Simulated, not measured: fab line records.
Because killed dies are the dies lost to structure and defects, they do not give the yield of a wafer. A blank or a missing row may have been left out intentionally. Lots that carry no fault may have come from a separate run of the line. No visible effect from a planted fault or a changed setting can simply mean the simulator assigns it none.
One fault through the eyes of 2 desks / flow nandHarc / what lay behind the numbers comes last; until then each desk has only its own

FOR THE TOOL OWNER'S DESK: aldMetal-03
The tool's own readings at NHARC_A_BLC_ALD_23 (deposits TiN, target thk 3 nm, pulse time 1 s, ald cycles 150): means of the sampled wafers that have a number, for each lot that ran on this tool. If a lot's mean is further than 4 standard deviations from the usual mean, the lot is out of limits and carries the mark OUT (the distance appears in the brackets).
Columns: A = heaterPowerW at NHARC_A_BLC_ALD_23, usual 1073 W; B = precursorPulseHeightRel at NHARC_A_BLC_ALD_23, usual 1.000
lot=L289; first seen here=day 17 20:30; A=1029; B=1.015
lot=L295; first seen here=day 19 19:37; A=1063; B=1.004
lot=L300; first seen here=day 20 03:30; A=1083; B=0.986
lot=L299; first seen here=day 20 07:58; A=1046; B=0.982
lot=L307; first seen here=day 22 09:44; A=1061; B=0.998
lot=L309; first seen here=day 22 23:01; A=1020; B=0.972
lot=L308; first seen here=day 23 04:08; A=1091; B=1.001
Result from this desk: across the 7 lots, nothing is out of limits.

METROLOGY DESK
Means of the sampled wafers that have a number, per lot and without regard to the tool the lot ran on: this is what the gauges read. If a lot's mean is further than 4 standard deviations from the usual mean, the lot is out of limits and carries the mark OUT (the distance appears in the brackets).
Columns: A = cdNm at NHARC_A_BLC_CD_MEAS_19, usual 100.0 nm
lot=L287; first seen here=day 16 22:19; A=100.1
lot=L289; first seen here=day 17 19:36; A=100.4
lot=L290; first seen here=day 17 20:11; A=97.4
lot=L291; first seen here=day 17 21:37; A=100.5
lot=L292; first seen here=day 18 06:42; A=99.4
lot=L293; first seen here=day 18 10:32; A=100.7
lot=L295; first seen here=day 19 18:38; A=100.2
lot=L300; first seen here=day 20 02:37; A=101.2
lot=L299; first seen here=day 20 07:07; A=101.0
lot=L301; first seen here=day 20 15:01; A=98.6
lot=L307; first seen here=day 22 08:53; A=99.6
lot=L309; first seen here=day 22 22:11; A=98.5
lot=L308; first seen here=day 23 03:03; A=100.5
Result from this desk: across the 13 lots, nothing is out of limits.

PUT TOGETHER
Nothing out of limits was seen by the tool owner's desk.
Nothing out of limits was seen by the metrology desk.

WHAT THE SIMULATOR PUT IN
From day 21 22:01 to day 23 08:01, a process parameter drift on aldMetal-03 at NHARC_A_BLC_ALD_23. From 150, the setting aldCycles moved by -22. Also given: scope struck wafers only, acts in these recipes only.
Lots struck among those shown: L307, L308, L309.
